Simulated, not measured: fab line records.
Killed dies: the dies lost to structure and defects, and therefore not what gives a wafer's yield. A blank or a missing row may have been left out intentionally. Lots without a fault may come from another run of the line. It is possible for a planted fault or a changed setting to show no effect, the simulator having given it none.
What tool caused it? -- flow nand-harc -- route of 1302 steps, sampled at 1 step: 6 lots, 17 wafers

WHAT THE GAUGES READ, wafer by wafer
NHARC_A_SLIT_CD_MEAS_21.
lot,measured,on,cd-nm (nm)
L974,day 22 09:49,cd-sem-02,290.0 289.4 290.2
L973,day 22 16:59,cd-sem-01,290.6 292.0 289.8
L978,day 23 18:53,cd-sem-03,289.6 290.8 289.6
L981,day 24 19:35,cd-sem-02,290.5 290.3
L989,day 28 04:15,cd-sem-01,290.8 291.0 290.1
L990,day 28 19:28,cd-sem-03,289.4 288.8 289.5

WHICH TOOL RAN EACH LOT (tool, then ch and the chambers of the sampled wafers, then the start)
The record holds no process step before these readings.

THE ANSWER, worked out from the rows above alone
Rule: what is usual is taken from the lots themselves. The widest of any qualifying gaps counts: lots, ordered by their means at a reading, are off when they make up no more than a third of the lots, leave a main group of 4 or more, and stand apart from it by 3 or more times the standard deviation of that group's means. Not used: any main group whose means are identical at the precision the tables above print for the reading. Also off: a lot with no number at a reading for which 4 or more lots have one. Where the step has rows for the other lots, those lots are counted as sound.
None of the lots is off at any reading shown; this tells nothing.

WHAT WAS PUT IN BY THE SIMULATOR
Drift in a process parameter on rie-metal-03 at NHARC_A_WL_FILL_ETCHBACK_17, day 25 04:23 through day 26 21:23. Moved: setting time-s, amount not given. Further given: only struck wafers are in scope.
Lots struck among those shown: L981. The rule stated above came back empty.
